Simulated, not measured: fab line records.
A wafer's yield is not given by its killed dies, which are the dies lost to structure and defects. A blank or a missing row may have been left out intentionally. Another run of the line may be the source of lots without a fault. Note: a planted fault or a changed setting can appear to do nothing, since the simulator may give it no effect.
Which of the tools did it? | flow n5Finfet | 10 lots with 30 wafers sampled at 5 steps, on a route of 1938 steps

WHAT THE GAUGES READ, wafer by wafer
N5_BEOL_M4_RC_MEAS_101.
lot  | measured     | on        | DIBL_N (mV/V)
L501 | day 9 01:16  | prober-02 | 36.5 36.5 34.9
L503 | day 9 04:16  | prober-02 | 38.0 35.2 36.1
L504 | day 10 08:19 | prober-01 | 35.8 36.5 36.6
L508 | day 10 13:47 | prober-01 | 35.9 34.6 35.4
L507 | day 10 17:35 | prober-01 | 37.4 38.6 37.8
L511 | day 11 23:53 | prober-02 | 36.7 35.2 35.6
L512 | day 12 00:11 | prober-01 | 36.8 38.2 36.5
L513 | day 12 01:35 | prober-02 | 37.6 38.2 37.5
L517 | day 13 11:26 | prober-01 | 35.0 34.8 35.8
L524 | day 15 13:02 | prober-02 | 35.9 36.3 37.0

EACH LOT AND THE TOOL THAT RAN IT (in order: tool; ch and the chambers of the sampled wafers; start)
lot  | N5_BEOL_M1_SPUTTER_86       | N5_BEOL_M1_ANNEAL_87        | N5_BEOL_M1_ANNEAL_89        | N5_BEOL_M1_CO_CAP_55
L501 | pvdSputter-02, day 6 11:19  | pvdSputter-02, day 6 11:24  | pvdSputter-02, day 6 11:37  | cvdCo-01 ch 0,2, day 6 13:18
L503 | pvdSputter-02, day 6 22:50  | pvdSputter-02, day 6 22:55  | pvdSputter-02, day 6 23:08  | cvdCo-02 ch 0,1,2, day 7 00:49
L504 | pvdSputter-03, day 7 03:33  | pvdSputter-03, day 7 03:38  | pvdSputter-03, day 7 03:51  | cvdCo-02 ch 0,1,2, day 7 05:40
L508 | pvdSputter-03, day 8 15:00  | pvdSputter-03, day 8 15:05  | pvdSputter-03, day 8 15:18  | cvdCo-02 ch 1,2, day 8 17:10
L507 | pvdSputter-02, day 8 15:30  | pvdSputter-02, day 8 15:35  | pvdSputter-02, day 8 15:48  | cvdCo-01 ch 0,1,2, day 8 17:46
L511 | pvdSputter-03, day 8 23:16  | pvdSputter-03, day 8 23:21  | pvdSputter-03, day 8 23:34  | cvdCo-02 ch 0,1,2, day 9 01:14
L512 | pvdSputter-03, day 9 15:14  | pvdSputter-03, day 9 15:19  | pvdSputter-03, day 9 15:32  | cvdCo-01 ch 0,2, day 9 17:12
L513 | pvdSputter-01, day 9 16:18  | pvdSputter-01, day 9 16:23  | pvdSputter-01, day 9 16:36  | cvdCo-02 ch 0,2, day 9 18:16
L517 | pvdSputter-02, day 10 19:14 | pvdSputter-02, day 10 19:19 | pvdSputter-02, day 10 19:32 | cvdCo-02 ch 0,1, day 10 21:11
L524 | pvdSputter-01, day 13 04:55 | pvdSputter-01, day 13 04:59 | pvdSputter-01, day 13 05:13 | cvdCo-02 ch 0,1,2, day 13 06:53
- N5_BEOL_M1_SPUTTER_86: material Cu, target thk 4.5 nm, time 8.29 s.
- N5_BEOL_M1_ANNEAL_87: time 240 s.
- N5_BEOL_M1_ANNEAL_89: time 240 s.
- N5_BEOL_M1_CO_CAP_55: material Co, precursor CCTBA/H2, target thk 2 nm, time 102.1 s.

THE ANSWER, worked out from the rows above alone
Rule: the lots themselves supply what counts as usual. Put in order of their means at a reading, lots are off if they are a third of the lots or fewer, leave a main group of 4 or more, and stand apart from it by a gap of 3 or more times the standard deviation of the main group's means; of several such gaps the widest counts. A main group whose means are all the same, to the digits that the tables above print for the reading, isn't used. Also off: a lot with no number at a reading for which 4 or more lots have one. All remaining lots with rows at the step are treated as sound.
None of the lots is off at any reading shown; this tells nothing.

WHAT HAD BEEN PUT IN BY THE SIMULATOR
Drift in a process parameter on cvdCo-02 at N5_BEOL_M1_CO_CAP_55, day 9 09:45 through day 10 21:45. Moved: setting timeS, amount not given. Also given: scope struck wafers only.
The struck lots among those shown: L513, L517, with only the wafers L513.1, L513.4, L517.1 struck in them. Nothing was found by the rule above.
